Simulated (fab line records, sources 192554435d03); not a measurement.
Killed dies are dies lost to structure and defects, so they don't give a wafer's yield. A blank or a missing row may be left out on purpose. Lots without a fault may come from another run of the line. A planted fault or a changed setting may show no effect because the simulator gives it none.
fab line records | flow n5_finfet
record lots=24 wafers=72 last_day=19
route steps=1938 shown MOL_CONTACT_COAG@548
lots that met no fault: from a run of the same line without faults
start_h: hours from the record's first day to the start of the lot's first wafer shown | wait_h: hours since the lot's step before | " the same as in the row above | L1.1+2: a row that stands for several wafers | - no value, or no start given | * or withheld: withheld | < > ~ a bound
route shown NAME@n: a module of which the file shows steps, and the number in the route of the first | usual: mean/standard deviation of fault-free wafers | same: alike in all rows | chamber/n: place in a boat | sites: the reading at each site | _std_site: their standard deviation | _edge_site: outer sites' mean less inner sites' | radius_mm: how far each site lies from the wafer's centre | mask NAME#n: copy n | behind: the tool/chamber that last shaped the wafer | hold: why the lot was held/for how many hours/how that ended | device: the transistor (n, p or np) that didn't switch | end of line: the same wafers' tests at the end of the route | a step without rows: its recipe alone | killed: dies lost to structure and defects at the first sort, not the wafer's yield | map: a wafer's dies, x killed, . not, _ none there
set.NAME: the setting as run; set.NAME@STEP: as run at that earlier step | model.NAME: the simulator's own value behind a step, which no gauge read
steps of the route over a sample of lots; a table a step, a row a wafer
services: from which hour (start_h, from the record's first day; less than 0 if before it) a tool's chamber was out of use, for how many hours, and why
## steps
# step N5_MOL_CONTACT_COAG_CO_FILL_22
# recipe material=Co target_thk_a=200 temp_c=200 precursor=CCTBA/H2 pressure_torr=30
# usual heater_power_w=237/9.3 susceptor_temp_C=200.02/0.15
# columns lot.wafer tool chamber start_h wait_h heater_power_w susceptor_temp_C
L074.2 cvd_co-01 2 93.58 0.1 225 199.96
L074.3 " 0 " " 241 199.86
L074.5 " 2 " " 231 200.04
L075.3 cvd_co-01 0 96.10 0.1 241 199.77
L075.4 " 1 " " 230 199.85
L075.6 " 0 " " 247 199.89
L076.1 cvd_co-01 0 104.03 0.1 239 200.06
L076.2 " 2 " " 218 199.93
L076.6 " 2 " " 220 199.95
L077.3 cvd_co-01 1 111.88 0.1 241 200.13
L077.4 " 2 " " 228 200.34
L077.5 " 0 " " 237 199.96
L078.1 cvd_co-02 1 113.26 0.1 246 200.11
L078.2 " 0 " " 232 199.82
L078.4 " 1 " " 245 200.19
L079.1 cvd_co-01 1 121.75 0.1 232 199.96
L079.3 " 0 " " 243 200.04
L079.6 " 0 " " 251 200.11
L080.1 cvd_co-02 2 127.52 0.1 249 199.94
L080.2 " 0 " " 232 200.22
L080.6 " 0 " " 232 200.11
L081.1 cvd_co-01 2 135.05 0.1 231 200.03
L081.4 " 0 " " 247 199.97
L081.6 " 1 " " 233 199.96
L082.2 cvd_co-01 1 142.08 0.1 235 200.12
L082.4 " 2 " " 225 199.84
L082.5 " 0 " " 240 200.02
L083.2 cvd_co-02 1 146.32 0.1 237 199.87
L083.3 " 2 " " 250 200.03
L083.4 " 1 " " 229 199.89
L084.4 cvd_co-02 2 155.93 0.3 245 199.97
L084.5 " 1 " " 235 199.81
L084.6 " 0 " " 235 200.01
L085.3 cvd_co-01 1 156.87 0.1 227 200.22
L085.4 " 0 " " 245 199.91
L085.5 " 1 " " 227 200.28
L086.1 cvd_co-01 0 160.57 0.1 242 199.91
L086.3 " 1 " " 231 199.91
L086.5 " 1 " " 233 199.82
L087.3 cvd_co-02 1 169.47 0.1 240 199.69
L087.4 " 0 " " 235 200.18
L087.6 " 2 " " 262 199.87
L088.1 cvd_co-01 2 176.23 0.1 225 200.29
L088.3 " 0 " " 247 199.97
L088.4 " 1 " " 236 199.73
L089.1 cvd_co-01 1 180.93 0.1 233 200.04
L089.2 " 0 " " 242 200.31
L089.6 " 0 " " 237 200.28
L090.1 cvd_co-02 0 187.91 0.1 236 200.05
L090.2 " 2 " " 252 200.10
L090.4 " 0 " " 231 199.88
L091.4 cvd_co-01 1 193.82 0.4 234 200.09
L091.5 " 2 " " 225 199.95
L091.6 " 0 " " 235 200.06
L092.1 cvd_co-02 1 197.93 0.1 240 200.17
L092.3 " 2 " " 257 199.89
L092.4 " 0 " " 232 199.85
L093.1 cvd_co-01 1 203.13 0.1 234 200.10
L093.2 " 2 " " 231 200.04
L093.5 " 0 " " 248 199.95
L094.1 cvd_co-01 0 211.79 0.1 245 199.90
L094.3 " 1 " " 235 200.02
L094.5 " 0 " " 239 199.93
L095.4 cvd_co-02 2 223.57 0.4 258 199.96
L095.5 " 0 " " 230 199.92
L095.6 " 1 " " 235 200.02
L096.3 cvd_co-01 0 223.74 0.1 245 199.92
L096.5 " 1 " " 228 200.43
L096.6 " 0 " " 247 200.34
L097.2 cvd_co-01 1 235.34 0.1 236 200.13
L097.3 " 2 " " 230 199.72
L097.5 " 2 " " 229 199.73
# step N5_MOL_CONTACT_COAG_CMP_28
# recipe stop_on=SiNx t_overpolish_s=0.85 post_cmp_clean=alkaline_brush down_force_psi=4.15 platen_rpm=51.8 pad_velocity_m_s=1.0307 target_thk_nm=14.522
# usual motor_current_A=13.3/1.3 time_to_endpoint_s=5.2/2.8
# columns lot.wafer tool chamber start_h wait_h motor_current_A time_to_endpoint_s
L074.2 cmp-02 2 98.33 0.8 12.9 7.3
L074.3 " 3 " " 12.7 3.8
L074.5 " 2 " " 13.1 8.5
L075.4 cmp-02 3 101.89 0.9 13.9 6.9
L075.3 " 0 " " 13.3 5.1
L075.6 " 2 " " 12.9 10.1
L076.1 cmp-01 2 111.06 0.8 14.0 10.0
L076.2 " 3 " " 10.5 0.3
L076.6 " 2 " " 13.9 10.1
L077.3 cmp-01 3 118.24 0.9 10.4 1.9
L077.4 " 0 " " 13.7 9.9
L077.5 " 2 " " 13.7 9.8
L078.4 cmp-01 3 118.64 0.0 10.5 1.6
L078.1 " 0 " " 13.8 10.9
L078.2 " 1 " " 13.8 2.6
L079.1 cmp-01 2 129.18 0.9 14.5 7.3
L079.3 " 3 " " 10.2 0.0
L079.6 " 1 " " 13.5 3.2
L080.1 cmp-04 0 132.74 0.8 14.0 8.1
L080.2 " 2 " " 14.7 7.6
L080.6 " 0 " " 14.6 8.0
L081.4 cmp-04 1 139.70 0.8 14.9 6.0
L081.1 " 2 " " 14.3 5.9
L081.6 " 1 " " 14.9 5.0
L082.4 cmp-04 1 149.89 0.9 14.7 1.7
L082.2 " 2 " " 13.2 4.5
L082.5 " 3 " " 11.7 3.7
L083.3 cmp-04 2 151.18 0.8 14.2 3.5
L083.4 " 3 " " 11.8 5.2
L083.2 " 0 " " 15.4 6.1
L084.4 cmp-02 2 161.90 0.8 13.3 6.3
L084.6 " 1 " " 11.8 7.4
L084.5 " 2 " " 13.7 9.3
L085.4 cmp-04 0 162.88 0.8 15.2 4.0
L085.3 " 1 " " 14.6 0.0
L085.5 " 0 " " 14.1 1.4
L086.3 cmp-02 2 168.37 0.8 13.1 7.8
L086.1 " 1 " " 11.2 7.6
L086.5 " 3 " " 13.2 5.2
L087.4 cmp-01 0 174.44 0.8 13.6 7.3
L087.3 " 3 " " 10.3 0.0
L087.6 " 1 " " 12.6 2.8
L088.3 cmp-01 0 182.04 0.8 13.4 8.4
L088.4 " 2 " " 13.9 6.7
L088.1 " 3 " " 10.6 0.0
L089.2 cmp-04 2 187.00 0.8 14.0 2.8
L089.1 " 3 " " 12.0 1.6
L089.6 " 1 " " 15.8 0.4
L090.2 cmp-02 3 192.95 0.8 12.8 4.6
L090.1 " 0 " " 13.6 4.4
L090.4 " 1 " " 11.3 4.5
L091.4 cmp-02 3 199.43 0.9 12.8 5.1
L091.6 " 1 " " 11.6 6.5
L091.5 " 2 " " 12.5 8.9
L092.4 cmp-04 1 202.77 0.1 15.8 3.7
L092.3 " 2 " " 13.8 0.3
L092.1 " 3 " " 11.5 2.8
L093.1 cmp-04 3 210.68 0.8 12.0 3.8
L093.2 " 2 " " 14.5 4.4
L093.5 " 0 " " 14.7 7.7
L094.3 cmp-01 0 218.28 0.8 13.9 6.6
L094.1 " 2 " " 14.3 6.7
L094.5 " 0 " " 13.3 6.7
L095.4 cmp-02 2 227.77 0.1 13.4 10.3
L095.5 " 0 " " 13.5 8.8
L095.6 " 1 " " 11.8 7.9
L096.3 cmp-04 3 230.19 0.9 12.0 3.8
L096.6 " 0 " " 13.9 3.1
L096.5 " 1 " " 15.1 0.0
L097.2 cmp-02 0 241.54 0.9 13.4 4.8
L097.3 " 1 " " 11.1 8.1
L097.5 " 2 " " 12.8 6.2
# step N5_MOL_CONTACT_COAG_INSPECT_57
# recipe mode=adi inspect_instrument=brightfield
# usual raw_defect_count=204/48
# columns lot.wafer tool chamber start_h wait_h raw_defect_count
L074.2 defect_inspect-01 - 100.70 0.0 246
L074.3 " - " " 235
L074.5 " - " " 182
L075.3 defect_inspect-02 - 103.08 0.0 226
L075.4 " - " " 196
L075.6 " - " " 201
L076.1 defect_inspect-02 - 112.44 0.1 200
L076.2 " - " " 207
L076.6 " - " " 183
L077.3 defect_inspect-02 - 119.62 0.0 178
L077.4 " - " " 263
L077.5 " - " " 260
L078.1 defect_inspect-01 - 119.90 0.1 265
L078.2 " - " " 221
L078.4 " - " " 189
L079.1 defect_inspect-01 - 130.37 0.1 180
L079.3 " - " " 183
L079.6 " - " " 223
L080.1 defect_inspect-01 - 134.39 0.1 242
L080.2 " - " " 271
L080.6 " - " " 228
L081.1 defect_inspect-02 - 140.96 0.1 168
L081.4 " - " " 225
L081.6 " - " " 225
L082.2 defect_inspect-02 - 151.19 0.0 214
L082.4 " - " " 142
L082.5 " - " " 133
L083.2 defect_inspect-02 - 152.44 0.0 194
L083.3 " - " " 221
L083.4 " - " " 205
L084.4 defect_inspect-02 - 163.91 0.0 196
L084.5 " - " " 140
L084.6 " - " " 248
L085.3 defect_inspect-02 - 164.15 0.0 167
L085.4 " - " " 161
L085.5 " - " " 134
L086.1 defect_inspect-02 - 169.63 0.1 213
L086.3 " - " " 200
L086.5 " - " " 258
L087.3 defect_inspect-02 - 175.83 0.0 199
L087.4 " - " " 176
L087.6 " - " " 228
L088.1 defect_inspect-02 - 183.79 0.1 313
L088.3 " - " " 222
L088.4 " - " " 225
L089.1 defect_inspect-02 - 188.46 0.1 168
L089.2 " - " " 231
L089.6 " - " " 233
L090.1 defect_inspect-01 - 194.18 0.1 208
L090.2 " - " " 258
L090.4 " - " " 231
L091.4 defect_inspect-01 - 200.75 0.0 179
L091.5 " - " " 136
L091.6 " - " " 140
L092.1 defect_inspect-01 - 204.00 0.1 183
L092.3 " - " " 229
L092.4 " - " " 174
L093.1 defect_inspect-01 - 212.80 0.1 254
L093.2 " - " " 139
L093.5 " - " " 185
L094.1 defect_inspect-01 - 219.61 0.1 264
L094.3 " - " " 268
L094.5 " - " " 309
L095.4 defect_inspect-02 - 229.18 0.0 292
L095.5 " - " " 241
L095.6 " - " " 260
L096.3 defect_inspect-01 - 232.24 0.0 337
L096.5 " - " " 186
L096.6 " - " " 197
L097.2 defect_inspect-01 - 242.74 0.0 213
L097.3 " - " " 304
L097.5 " - " " 248
# step N5_MOL_CONTACT_COAG_ETCH_91
# recipe chemistry=N2/H2 target=SOC target_depth_a=600 overetch_a=210 mask_material=SiARC temp_c=40 time_s=101.2 ion_energy_ev=200 pressure_mtorr=30 source_w=840 bias_w=150 n2_flow_sccm=200 h2_flow_sccm=200
# usual drypump_motor_current_A=5.6/0.42 oes_product_au=0.66/0.039 rf_vpp_V=523.5/2.5 showerhead_plenum_p_Torr=2.53/0.097 throttle_valve_pct=17.81/0.2
# columns lot.wafer tool chamber start_h wait_h drypump_motor_current_A oes_product_au rf_hours_counter_h rf_vpp_V showerhead_plenum_p_Torr throttle_valve_pct
L074.2 rie_diel-02 0 101.14 0.0 6.1 0.67 95 521.3 2.44 17.74
L074.3 " 3 " " 4.9 0.75 21 524.7 2.63 17.96
L074.5 " 3 " " 4.9 0.75 - 525.9 2.63 17.96
L075.3 rie_diel-02 1 103.75 0.0 5.2 0.65 100 525.3 2.56 17.79
L075.4 " 2 " " 5.8 0.68 74 526.7 2.71 17.92
L075.6 " 0 " " 6.1 0.67 - 522.0 2.44 17.73
L076.1 rie_diel-01 1 112.93 0.0 5.8 0.69 74 521.8 2.44 17.38
L076.2 " 2 " " 5.6 0.69 68 524.4 2.58 17.62
L076.6 " 2 " " 5.6 0.69 - 524.6 2.58 17.61
L077.3 rie_diel-04 3 120.00 0.0 5.6 0.63 178 526.5 2.63 17.86
L077.4 " 0 " " 5.6 0.59 - 519.0 2.43 17.97
L077.5 " 1 " " 5.8 0.67 - 523.8 2.56 17.70
L078.1 rie_diel-02 0 120.28 0.0 6.2 0.67 102 522.5 2.44 17.75
L078.2 " 1 " " 5.2 0.66 105 525.0 2.56 17.82
L078.4 " 2 " " 5.8 0.67 79 526.5 2.70 17.90
L079.1 rie_diel-01 1 130.84 0.0 5.8 0.69 80 522.5 2.44 17.40
L079.3 " 2 " " 5.6 0.68 73 525.9 2.58 17.62
L079.6 " 1 " " 5.8 0.69 - 522.8 2.44 17.38
L080.1 rie_diel-02 1 135.07 0.0 5.2 0.64 109 524.4 2.56 17.81
L080.2 " 3 " " 4.9 0.73 32 525.3 2.63 17.97
L080.6 " 1 " " 5.2 0.65 - 524.3 2.56 17.81
L081.1 rie_diel-01 0 141.48 0.0 6.2 0.64 115 522.7 2.43 17.77
L081.4 " 2 " " 5.6 0.68 78 524.5 2.57 17.65
L081.6 " 3 " " 5.4 0.64 - 520.6 2.47 18.09
L082.2 rie_diel-02 0 152.10 0.0 6.1 0.66 112 521.0 2.43 17.78
L082.4 " 3 " " 4.9 0.73 38 525.5 2.62 18.00
L082.5 " 1 " " 5.2 0.64 - 523.8 2.56 17.83
L083.2 rie_diel-01 0 152.82 0.0 6.2 0.64 118 521.3 2.43 17.77
L083.3 " 3 " " 5.4 0.64 122 519.6 2.47 18.10
L083.4 " 1 " " 5.7 0.68 88 522.1 2.44 17.41
L084.4 rie_diel-02 1 166.14 0.0 5.2 0.64 120 523.7 2.55 17.84
L084.5 " 1 " " 5.2 0.63 - 524.1 2.55 17.85
L084.6 " 0 " " 6.2 0.66 - 521.2 2.43 17.79
L085.3 rie_diel-01 0 166.24 0.0 6.2 0.64 122 522.5 2.42 17.79
L085.4 " 3 " " 5.4 0.64 126 520.7 2.47 18.09
L085.5 " 1 " " 5.8 0.68 - 523.2 2.44 17.40
L086.1 rie_diel-02 0 170.02 0.0 6.2 0.67 119 522.9 2.43 17.78
L086.3 " 3 " " 4.9 0.72 44 525.2 2.62 18.00
L086.5 " 1 " " 5.2 0.63 - 523.3 2.55 17.83
L087.3 rie_diel-02 1 176.21 0.0 5.2 0.64 124 523.8 2.55 17.84
L087.4 " 2 " " 5.8 0.66 98 527.6 2.70 17.96
L087.6 " 2 " " 5.8 0.66 - 528.0 2.70 17.94
L088.1 rie_diel-02 1 184.24 0.0 5.2 0.63 126 522.7 2.55 17.85
L088.3 " 2 " " 5.8 0.66 101 527.2 2.69 17.96
L088.4 " 1 " " 5.2 0.63 - 525.5 2.55 17.85
L089.1 rie_diel-01 1 190.03 0.0 5.8 0.66 101 521.8 2.43 17.42
L089.2 " 0 " " 6.2 0.63 131 521.3 2.42 17.79
L089.6 " 0 " " 6.2 0.64 - 521.2 2.42 17.79
L090.1 rie_diel-01 1 194.77 0.0 5.8 0.67 102 521.4 2.43 17.41
L090.2 " 2 " " 5.6 0.66 95 523.7 2.57 17.67
L090.4 " 0 " " 6.2 0.64 132 521.9 2.42 17.80
L091.4 rie_diel-04 0 201.33 0.0 5.5 0.57 248 520.2 2.42 18.02
L091.5 " 0 " " 5.6 0.57 - 521.7 2.42 18.02
L091.6 " 3 " " 5.7 0.60 - 526.4 2.62 17.90
L092.1 rie_diel-01 0 204.44 0.0 6.2 0.63 136 521.1 2.42 17.81
L092.3 " 2 " " 5.6 0.66 98 525.0 2.57 17.67
L092.4 " 3 " " 5.4 0.63 139 522.5 2.46 18.12
L093.1 rie_diel-04 3 213.51 0.0 5.7 0.60 209 526.1 2.62 17.92
L093.2 " 2 " " 4.8 0.74 29 525.1 2.62 18.07
L093.5 " 2 " " 4.7 0.73 - 526.6 2.62 18.08
L094.1 rie_diel-01 3 220.16 0.0 5.4 0.63 144 521.0 2.46 18.13
L094.3 " 0 " " 6.2 0.63 140 521.8 2.42 17.81
L094.5 " 0 " " 6.2 0.62 - 520.3 2.42 17.82
L095.4 rie_diel-04 2 230.58 0.0 4.7 0.72 - 526.0 2.62 18.11
L095.5 " 3 " " 5.6 0.59 - 525.7 2.62 17.93
L095.6 " 0 " " 5.5 0.80 - 529.5 2.74 17.67
L096.3 rie_diel-01 0 232.71 0.0 6.2 0.62 145 520.2 2.41 17.82
L096.5 " 1 " " 5.8 0.66 - 521.2 2.43 17.46
L096.6 " 2 " " 5.6 0.66 - 524.7 2.56 17.69
L097.2 rie_diel-01 1 243.16 0.0 5.7 0.65 118 521.4 2.43 17.45
L097.3 " 3 " " 5.4 0.62 151 520.1 2.46 18.16
L097.5 " 3 " " 5.4 0.62 - 521.4 2.46 18.15
# step N5_MOL_CONTACT_COAG_ETCH_47
# recipe chemistry=CH3F/O2 target=SiNx target_depth_a=270 mask_material=SiO2 stop_on=W over_etch_frac=0.2 ion_energy_ev=120 endpoint=OES-CN pressure_mtorr=30 source_w=395 bias_w=73 Ar_flow_sccm=150 CH3F_flow_sccm=30 O2_flow_sccm=20 ends=end_point
# usual drypump_motor_current_A=5.6/0.42 etch_rf_on_time_s=31.1/0.74 oes_product_au=0.71/0.043 rf_vpp_V=298/10 showerhead_plenum_p_Torr=1.99/0.07 throttle_valve_pct=16.30/0.13
# columns lot.wafer tool chamber start_h wait_h drypump_motor_current_A etch_rf_on_time_s oes_product_au rf_hours_counter_h rf_vpp_V showerhead_plenum_p_Torr throttle_valve_pct
L074.2 rie_diel-02 0 101.37 0.0 6.1 30.9 0.74 95 312 1.92 16.27
L074.3 " 3 " " 4.9 31.3 0.80 21 300 2.04 16.26
L074.5 " 3 " " 4.9 31.4 0.79 - 300 2.04 16.24
L075.3 rie_diel-02 1 103.98 0.0 5.2 30.9 0.70 100 304 2.03 16.31
L075.4 " 2 " " 5.8 32.7 0.71 74 289 2.13 16.26
L075.6 " 0 " " 6.1 30.5 0.73 - 313 1.92 16.28
L076.1 rie_diel-01 1 113.16 0.0 5.7 30.8 0.74 74 303 1.96 16.14
L076.2 " 2 " " 5.6 31.0 0.74 68 291 2.00 16.01
L076.6 " 2 " " 5.6 30.9 0.74 - 293 2.00 16.04
L077.3 rie_diel-04 3 120.23 0.0 5.7 32.1 0.65 178 296 2.07 16.30
L077.4 " 0 " " 5.5 30.2 0.64 - 297 1.89 16.32
L077.5 " 1 " " 5.8 30.9 0.72 - 307 2.05 16.41
L078.1 rie_diel-02 0 120.51 0.0 6.1 30.3 0.74 102 313 1.92 16.29
L078.2 " 1 " " 5.2 30.1 0.70 105 302 2.03 16.30
L078.4 " 2 " " 5.8 32.2 0.72 79 290 2.13 16.27
L079.1 rie_diel-01 1 131.07 0.0 5.8 31.2 0.73 80 304 1.95 16.18
L079.3 " 2 " " 5.7 31.8 0.71 73 290 2.00 16.04
L079.6 " 1 " " 5.7 31.3 0.73 - 304 1.95 16.16
L080.1 rie_diel-02 1 135.30 0.0 5.2 30.7 0.70 109 302 2.03 16.32
L080.2 " 3 " " 4.9 31.3 0.78 32 300 2.03 16.27
L080.6 " 1 " " 5.2 30.6 0.70 - 304 2.02 16.31
L081.1 rie_diel-01 0 141.71 0.0 6.2 31.0 0.69 115 280 1.91 16.34
L081.4 " 2 " " 5.7 31.7 0.72 78 290 2.00 16.04
L081.6 " 3 " " 5.4 31.1 0.69 - 311 1.94 16.53
L082.2 rie_diel-02 0 152.33 0.0 6.2 30.9 0.71 112 310 1.92 16.31
L082.4 " 3 " " 4.9 31.0 0.77 38 301 2.03 16.27
L082.5 " 1 " " 5.2 30.5 0.68 - 304 2.02 16.34
L083.2 rie_diel-01 0 153.05 0.0 6.3 30.9 0.68 118 280 1.91 16.34
L083.3 " 3 " " 5.4 30.6 0.69 122 312 1.94 16.54
L083.4 " 1 " " 5.8 31.0 0.73 88 304 1.95 16.20
L084.4 rie_diel-02 1 166.37 0.0 5.2 30.0 0.69 120 304 2.02 16.34
L084.5 " 1 " " 5.2 30.4 0.70 - 304 2.02 16.34
L084.6 " 0 " " 6.1 30.8 0.71 - 311 1.91 16.34
L085.3 rie_diel-01 0 166.47 0.0 6.2 30.0 0.69 122 281 1.91 16.36
L085.4 " 3 " " 5.4 30.0 0.69 126 308 1.93 16.53
L085.5 " 1 " " 5.8 30.6 0.73 - 303 1.95 16.19
L086.1 rie_diel-02 0 170.25 0.0 6.1 30.6 0.71 119 312 1.91 16.31
L086.3 " 3 " " 4.9 31.3 0.77 44 301 2.03 16.30
L086.5 " 1 " " 5.2 30.3 0.69 - 305 2.02 16.35
L087.3 rie_diel-02 1 176.44 0.0 5.2 31.1 0.67 124 303 2.02 16.35
L087.4 " 2 " " 5.8 33.8 0.68 98 290 2.12 16.31
L087.6 " 2 " " 5.8 33.3 0.69 - 289 2.12 16.30
L088.1 rie_diel-02 1 184.47 0.0 5.2 31.0 0.68 127 303 2.02 16.36
L088.3 " 2 " " 5.8 32.9 0.68 101 290 2.12 16.31
L088.4 " 1 " " 5.2 31.3 0.68 - 304 2.02 16.35
L089.1 rie_diel-01 1 190.26 0.0 5.8 30.9 0.71 101 304 1.95 16.20
L089.2 " 0 " " 6.2 30.6 0.67 131 280 1.91 16.37
L089.6 " 0 " " 6.3 31.2 0.67 - 281 1.91 16.38
L090.1 rie_diel-01 1 195.00 0.0 5.8 31.1 0.72 102 304 1.95 16.21
L090.2 " 2 " " 5.6 31.1 0.70 96 292 1.99 16.10
L090.4 " 0 " " 6.2 30.8 0.68 132 281 1.91 16.37
L091.4 rie_diel-04 0 201.56 0.0 5.5 31.3 0.62 248 297 1.88 16.36
L091.5 " 0 " " 5.5 31.0 0.61 - 296 1.88 16.35
L091.6 " 3 " " 5.7 31.4 0.64 - 297 2.06 16.36
L092.1 rie_diel-01 0 204.67 0.0 6.2 30.7 0.67 136 282 1.91 16.40
L092.3 " 2 " " 5.6 31.1 0.70 98 290 1.99 16.08
L092.4 " 3 " " 5.4 30.7 0.67 139 311 1.93 16.56
L093.1 rie_diel-04 3 213.74 0.0 5.7 31.5 0.63 210 296 2.06 16.38
L093.2 " 2 " " 4.7 31.1 0.79 30 281 2.05 16.42
L093.5 " 2 " " 4.7 30.6 0.80 - 281 2.05 16.43
L094.1 rie_diel-01 3 220.39 0.0 5.4 31.0 0.67 144 309 1.93 16.58
L094.3 " 0 " " 6.2 30.3 0.67 140 281 1.90 16.38
L094.5 " 0 " " 6.2 30.6 0.68 - 280 1.90 16.40
L095.4 rie_diel-04 2 230.81 0.0 4.7 30.8 0.77 - 282 2.05 16.43
L095.5 " 3 " " 5.7 31.3 0.63 - 299 2.06 16.39
L095.6 " 0 " " 5.5 30.0 0.87 - 301 2.13 15.97
L096.3 rie_diel-01 0 232.94 0.0 6.3 30.5 0.67 145 281 1.90 16.39
L096.5 " 1 " " 5.8 31.2 0.70 - 303 1.94 16.23
L096.6 " 2 " " 5.6 31.7 0.69 - 289 1.99 16.11
L097.2 rie_diel-01 1 243.39 0.0 5.8 31.1 0.70 118 305 1.94 16.24
L097.3 " 3 " " 5.5 31.3 0.67 151 311 1.93 16.57
L097.5 " 3 " " 5.4 31.1 0.66 - 311 1.93 16.59
# step N5_MOL_CONTACT_COAG_ETCH_124
# recipe chemistry=CH3F/O2 target=SiNx target_depth_a=65 mask_material=SOC stop_on=SiOC over_etch_frac=0.3 ion_energy_ev=120 pressure_mtorr=30 source_w=395 bias_w=73 Ar_flow_sccm=150 CH3F_flow_sccm=30 O2_flow_sccm=20 ends=end_point
# usual drypump_motor_current_A=5.6/0.43 oes_product_au=0.67/0.048 rf_vpp_V=298/9.9 showerhead_plenum_p_Torr=2.00/0.074 throttle_valve_pct=16.31/0.11
# columns lot.wafer tool chamber start_h wait_h drypump_motor_current_A oes_product_au rf_hours_counter_h rf_vpp_V showerhead_plenum_p_Torr throttle_valve_pct
L074.2 rie_diel-04 1 102.58 0.0 5.8 0.69 107 308 2.05 16.37
L074.3 " 3 " " 5.7 0.63 171 297 2.07 16.27
L074.5 " 0 " " 5.5 0.61 - 297 1.89 16.27
L075.3 rie_diel-02 3 105.72 0.0 4.9 0.75 23 299 2.04 16.23
L075.4 " 2 " " 5.8 0.71 75 290 2.13 16.25
L075.6 " 0 " " 6.1 0.69 - 310 1.92 16.24
L076.1 rie_diel-02 2 114.51 0.0 5.8 0.69 78 288 2.13 16.23
L076.2 " 0 " " 6.1 0.69 101 312 1.92 16.24
L076.6 " 2 " " 5.8 0.68 - 290 2.13 16.24
L077.3 rie_diel-01 0 121.59 0.0 6.3 0.66 107 281 1.91 16.31
L077.4 " 3 " " 5.4 0.66 110 311 1.94 16.47
L077.5 " 2 " " 5.6 0.70 - 291 2.00 16.00
L078.1 rie_diel-04 1 121.92 0.0 5.8 0.68 115 307 2.05 16.36
L078.2 " 3 " " 5.7 0.63 178 297 2.07 16.30
L078.4 " 3 " " 5.7 0.63 - 299 2.07 16.30
L079.1 rie_diel-04 2 132.43 0.0 4.7 0.82 3 281 2.06 16.34
L079.3 " 3 " " 5.6 0.62 182 296 2.07 16.30
L079.6 " 2 " " 4.7 0.81 - 282 2.06 16.35
L080.1 rie_diel-02 0 136.57 0.0 6.1 0.68 106 313 1.92 16.28
L080.2 " 2 " " 5.8 0.69 84 289 2.12 16.27
L080.6 " 3 " " 4.9 0.74 - 300 2.03 16.25
L081.1 rie_diel-04 1 143.00 0.0 5.8 0.68 123 309 2.05 16.41
L081.4 " 0 " " 5.5 0.59 231 295 1.89 16.31
L081.6 " 1 " " 5.8 0.67 - 307 2.05 16.39
L082.2 rie_diel-02 0 153.70 0.0 6.1 0.67 112 313 1.92 16.28
L082.4 " 3 " " 4.9 0.74 38 301 2.03 16.27
L082.5 " 2 " " 5.8 0.67 - 291 2.12 16.25
L083.2 rie_diel-04 0 154.32 0.0 5.6 0.60 232 297 1.88 16.29
L083.3 " 3 " " 5.7 0.63 187 298 2.07 16.29
L083.4 " 1 " " 5.8 0.68 125 308 2.05 16.39
L084.4 rie_diel-04 2 167.99 0.0 4.7 0.79 13 281 2.06 16.36
L084.5 " 3 " " 5.7 0.63 - 297 2.07 16.32
L084.6 " 2 " " 4.8 0.78 - 282 2.06 16.35
L085.3 rie_diel-04 0 168.33 0.0 5.5 0.59 236 298 1.88 16.31
L085.4 " 1 " " 5.8 0.66 129 308 2.04 16.41
L085.5 " 0 " " 5.6 0.59 - 296 1.88 16.31
L086.1 rie_diel-01 2 171.89 0.0 5.6 0.69 88 292 2.00 16.06
L086.3 " 3 " " 5.4 0.64 127 310 1.93 16.51
L086.5 " 0 " " 6.2 0.65 - 282 1.91 16.34
L087.3 rie_diel-02 2 177.66 0.0 5.8 0.67 99 289 2.12 16.27
L087.4 " 3 " " 4.9 0.72 47 300 2.03 16.28
L087.6 " 3 " " 4.9 0.72 - 299 2.03 16.27
L088.1 rie_diel-01 0 186.08 0.0 6.3 0.64 129 282 1.91 16.35
L088.3 " 2 " " 5.6 0.68 93 290 1.99 16.06
L088.4 " 1 " " 5.7 0.68 100 305 1.95 16.16
L089.1 rie_diel-04 1 191.56 0.0 5.8 0.67 136 308 2.04 16.43
L089.2 " 2 " " 4.8 0.76 21 282 2.05 16.37
L089.6 " 3 " " 5.6 0.62 - 296 2.06 16.31
L090.1 rie_diel-01 3 196.30 0.0 5.4 0.64 136 310 1.93 16.53
L090.2 " 0 " " 6.2 0.65 133 279 1.91 16.34
L090.4 " 2 " " 5.6 0.68 96 290 1.99 16.05
L091.4 rie_diel-01 1 203.09 0.0 5.7 0.68 105 303 1.95 16.18
L091.5 " 3 " " 5.4 0.64 - 311 1.93 16.55
L091.6 " 2 " " 5.6 0.66 - 291 1.99 16.06
L092.1 rie_diel-02 3 206.07 0.0 4.9 0.73 55 300 2.03 16.29
L092.3 " 0 " " 6.1 0.67 132 311 1.91 16.32
L092.4 " 1 " " 5.2 0.64 133 303 2.02 16.33
L093.1 rie_diel-01 2 215.38 0.0 5.6 0.68 101 289 1.99 16.06
L093.2 " 1 " " 5.8 0.68 108 303 1.94 16.19
L093.5 " 3 " " 5.4 0.64 - 311 1.93 16.54
L094.1 rie_diel-02 3 221.62 0.0 4.9 0.71 61 300 2.02 16.29
L094.3 " 2 " " 5.8 0.66 115 287 2.11 16.32
L094.5 " 1 " " 5.2 0.64 - 302 2.02 16.36
L095.4 rie_diel-02 3 232.21 0.0 4.8 0.70 65 299 2.02 16.31
L095.5 " 1 " " 5.2 0.64 - 302 2.01 16.36
L095.6 " 0 " " 6.1 0.66 - 312 1.91 16.34
L096.3 rie_diel-01 2 234.80 0.0 5.6 0.66 109 292 1.99 16.08
L096.5 " 0 " " 6.2 0.64 - 280 1.90 16.38
L096.6 " 3 " " 5.4 0.63 - 311 1.93 16.54
L097.2 rie_diel-02 3 244.69 0.0 4.9 0.71 69 301 2.02 16.32
L097.3 " 1 " " 5.2 0.64 148 303 2.01 16.37
L097.5 " 3 " " 4.8 0.70 - 300 2.02 16.33
## services
# columns tool chamber start_h hours kind
rie_diel-01 1 71.65 13.0 repair
cmp-02 - 74.69 0.4 repair
cmp-04 - 84.21 2.2 repair
rie_diel-04 3 85.35 15.4 repair
rie_diel-01 3 89.17 31.4 repair
cmp-04 - 98.12 3.3 repair
cmp-04 - 111.36 10.1 pm
rie_diel-01 - 116.22 0.3 repair
cmp-02 - 120.37 3.8 pm
cmp-04 - 123.00 0.7 repair
rie_diel-04 - 134.04 2.8 pm
cmp-04 - 142.43 4.0 pm
cmp-02 - 153.93 0.7 repair
cvd_co-02 - 173.05 4.3 pm
cmp-04 - 173.15 2.0 repair
cmp-04 - 176.37 6.5 pm
rie_diel-02 2 180.71 1.5 repair
rie_diel-02 3 182.82 5.4 repair
cmp-04 - 183.67 2.0 repair
cmp-02 - 194.72 1.6 repair
rie_diel-01 - 205.96 2.7 repair
rie_diel-04 1 218.53 47.5 repair
cmp-04 - 230.79 1.2 repair
cvd_co-01 - 243.87 2.8 pm
## key
fault none
